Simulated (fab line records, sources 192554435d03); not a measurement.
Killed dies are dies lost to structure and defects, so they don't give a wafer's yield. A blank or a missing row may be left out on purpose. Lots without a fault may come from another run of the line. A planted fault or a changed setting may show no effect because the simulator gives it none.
A struck lot beside a sound one | flow n5_finfet | 38 steps out of a route of 1938
Sound: wafers L598.2, L598.5, L598.6. Struck: wafer L606.3. (L606.6 of the same lot was not struck and is left out.) The cause comes at the end.
At each step with rows: each side's tool, then ch and its chambers, then its first start. Under that, the readings that differ: sound wafers | struck wafers | difference of the means | sigmas: that difference in standard deviations of wafers without a fault.
alike: readings whose means differ by less than 2 such deviations, and words and numbers that are the same on both sides. not compared: withheld readings, readings that some wafer has no value for, bounds like >300 that may hide the same value, and numbers for which the record gives no deviation and whose values overlap.
The two part at a step that has a row with sigmas, a row that says differs or no value, or rows on one side only. Numbers that don't overlap but have no deviation are shown without sigmas and don't part them. A reading that every wafer of one side lacks parts them only if that side has two wafers or more.

first, 8 steps without rows for these wafers: N5_MOL_CONTACT_COAG_PRECLEAN_138 (cleans in alkaline clean, time 60 s); N5_MOL_CONTACT_COAG_SRD_139 (time 30 s); N5_MOL_CONTACT_COAG_PRE_CLEAN_121; N5_MOL_CONTACT_COAG_CVD_140 (deposits W, target thk 66.5 nm, time 215 s); N5_MOL_CONTACT_COAG_PRECLEAN_127 (cleans in DIW, time 57.5 s); N5_MOL_CONTACT_COAG_SRD_128 (dry time 32 s); N5_MOL_CONTACT_COAG_CMP_52 (polishes, stops on SiO2, t overpolish 1.5 s, target thk 66.5 nm); N5_MOL_CONTACT_COAG_ANNEAL_112 (time 1800 s).
N5_BEOL_M0_SAQP_PECVD_00: deposits SiCN from 3MS/NH3, target thk 8 nm, time 14 s.
  sound on pecvd-02 ch 0,1, day 6 23:00; struck on pecvd-02 ch 0, day 8 20:25
  reading                                         | sound     | struck | difference | sigmas
  model.SiCN_of_BEOL_M0_SAQP_PECVD_00.thk_nm (nm) | 8.2 8.2 8 | 4.2    | -3.9       |
  alike: chamber_pressure_Torr, showerhead_plenum_p_Torr, showerhead_vpp_V, throttle_valve_pct
then, 25 steps without rows for these wafers: N5_BEOL_M0_SAQP_ILD_DEP_01 (deposits SiOC from DEMS/O2, target thk 45.419 nm, time 8.7 s); N5_BEOL_M0_SAQP_HM_DEP_02 (deposits TiN, target thk 12 nm); N5_BEOL_M0_SAQP_PECVD_03 (deposits SiCN from 3MS/NH3, target thk 12 nm, time 21.1 s); N5_BEOL_M0_SAQP_PECVD_96 (deposits a-Si from SiH4/He, target thk 45 nm, time 45.2 s); N5_BEOL_M0_SAQP_PECVD_97 (deposits SiNx from SiH4/NH3/N2, target thk 23 nm, time 19.9 s); N5_BEOL_M0_SAQP_PECVD_04 (deposits a-Si from SiH4/He, target thk 60 nm, time 60.2 s); N5_BEOL_M0_SAQP_HM_DEP_111 (deposits SiO2 from SiH4/N2O, target thk 12 nm, time 7.2 s); N5_BEOL_M0_SAQP_COAT_81 (time 60 s, resist thk 100 nm); N5_BEOL_M0_SAQP_COAT_82 (time 60 s, resist thk 30 nm); N5_BEOL_M0_SAQP_COAT_08 (resist thk 90 nm); N5_BEOL_M0_SAQP_EBR_10; N5_BEOL_M0_SAQP_SOFTBAKE_09 (time 60 s); N5_BEOL_M0_SAQP_EXPOSE_11 (exposes mask M0 CORE, target cd 42 nm); N5_BEOL_M0_SAQP_PEB_12 (peb time 60 s); N5_BEOL_M0_SAQP_DEVELOP_13 (develop time 30 s); N5_BEOL_M0_SAQP_DESCUM_19 (chemistry O2, time 7.9 s); N5_BEOL_M0_SAQP_ETCH_83 (etches SiARC in CF4, target depth 39 nm, time 65 s); N5_BEOL_M0_SAQP_ETCH_84 (etches SOC in N2/H2, target depth 100 nm, overetch 20 nm, time 150 s); N5_BEOL_M0_SAQP_STRIP_80 (strips in N2/H2); N5_BEOL_M0_SAQP_HM_OPEN_112 (chemistry CHF3/O2, target SiO2, stops on a-Si, target depth 12 nm, time 13.5 s); N5_BEOL_M0_SAQP_STRIP_113 (strips in CHF3/O2); N5_BEOL_M0_SAQP_MANDREL_ETCH_20 (etches a-Si in HBr/Cl2, stops on SiNx, target depth 60 nm, bt time 10 s, time 30 s); N5_BEOL_M0_SAQP_STRIP_86 (strips in N2/H2); N5_BEOL_M0_SAQP_STRIP_115 (strips in post etch residue remover, time 60 s); N5_BEOL_M0_SAQP_SRD_93 (time 30 s).
N5_BEOL_M0_ETCH_109: etches SiCN in CH3F/O2, target depth 8 nm, overetch 2.4 nm, time 27.4 s.
  sound on rie_diel-06 ch 0,1,3, day 7 06:34; struck on rie_diel-03 ch 0, day 9 06:11
  reading                     | sound             | struck | difference | sigmas
  drypump_motor_current_A (A) | 5.31 5.48 6.52    | 5.08   | -0.69      | -2
  model.etch.depth_nm (nm)    | 8.147 8.248 8.016 | 4.219  | -3.918     |
  alike: mfc_ar_sccm, oes_product_au, rf_vpp_V, showerhead_plenum_p_Torr, throttle_valve_pct
  not compared: rf_hours_counter_h
N5_BEOL_M0_RS_MEAS_126: measures by four-point-probe.
  sound on film_metro-02, day 7 09:11; struck on film_metro-01, day 9 10:06
  reading        | sound             | struck | difference | sigmas
  M0_RS (ohm/sq) | 0.512 0.520 0.520 | 0.586  | +0.069     | +4
-- the record jumps here: 2 days lie between the struck wafers' starts before and after (it left off in module BEOL_M0 and takes up again in module BEOL_M4, whose first step shown is number 1111 of the route) --
N5_BEOL_M4_RC_MEAS_101:
  sound on prober-01 ch 0, day 9 07:14; struck on prober-01 ch 0, day 11 18:13
  reading        | sound             | struck | difference | sigmas
  IOFF_N (nA/um) | 0.166 0.185 0.130 | 0.212  | +0.052     | +2
  alike: DIBL_N, DIBL_P, IOFF_P, ION_N, ION_P, SS_N, SS_P, VT_N, VT_P
-- the record jumps here: 5 days lie between the struck wafers' starts before and after (it left off in module BEOL_M4 and takes up again in module PASSIVATION, whose first step shown is number 1936 of the route) --
N5_PASSIVATION_PROBE_49:
  the record has rows for the struck wafers here (prober-02, day 16 10:08) and none for the sound ones

WHERE THEY PART
First at N5_BEOL_M0_ETCH_109; last, within this record, at N5_PASSIVATION_PROBE_49.

WHY: what the simulator had put in
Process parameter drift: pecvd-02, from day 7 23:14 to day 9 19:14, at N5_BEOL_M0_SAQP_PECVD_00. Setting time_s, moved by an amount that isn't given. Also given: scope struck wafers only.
